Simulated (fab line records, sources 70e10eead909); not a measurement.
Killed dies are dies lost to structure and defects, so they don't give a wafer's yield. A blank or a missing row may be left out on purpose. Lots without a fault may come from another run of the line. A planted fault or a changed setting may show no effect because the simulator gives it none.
Chamber matching | flow nand_harc | NHARC_P_M0_DESCUM_14 on rie_diel-06: 4 sister chambers
The step chemistry O2, time 3 s. 4 wafers are shown with their chamber, then 7 later ones without.

WAFERS WITH THEIR CHAMBER
wafer  | chamber | showerhead_plenum_p_Torr (Torr)
L080.5 | 3       | 1.81
L081.2 | 1       | 2.07
L083.1 | 2       | 1.79
L083.2 | 0       | 1.79

WAFERS WITHOUT THEIR CHAMBER
wafer  | showerhead_plenum_p_Torr (Torr)
L083.5 | 2.07
L084.3 | 1.81
L084.4 | 1.79
L084.5 | 2.07
L091.2 | 2.06
L091.4 | 1.79
L091.5 | 1.78

WHICH CHAMBER EACH WENT THROUGH
wafer  | from the rows above     | in truth
L083.5 | 1                       | 1
L084.3 | 3                       | 3
L084.4 | can't be placed: 0 or 2 | 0
L084.5 | 1                       | 1
L091.2 | 1                       | 1
L091.4 | can't be placed: 0 or 2 | 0
L091.5 | can't be placed: 0 or 2 | 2
Placed correctly: 4 of 7. Can't be placed from these rows: 3 (the true chamber is among the candidates in 3). Placed wrongly: 0.
How it was worked out, from the rows above alone: a wafer's distance from a chamber is the root of the sum, over the readings, of the square of ((its reading less the chamber's mean) divided by the reading's scatter). The wafer belongs to the nearest chamber; if the next one is less than 2 further off, it can't be placed. A chamber's mean is the mean of its shown wafers. The scatter: with one shown wafer a chamber, the root of the mean of the squares of how far each hidden wafer lies from its nearest shown one.
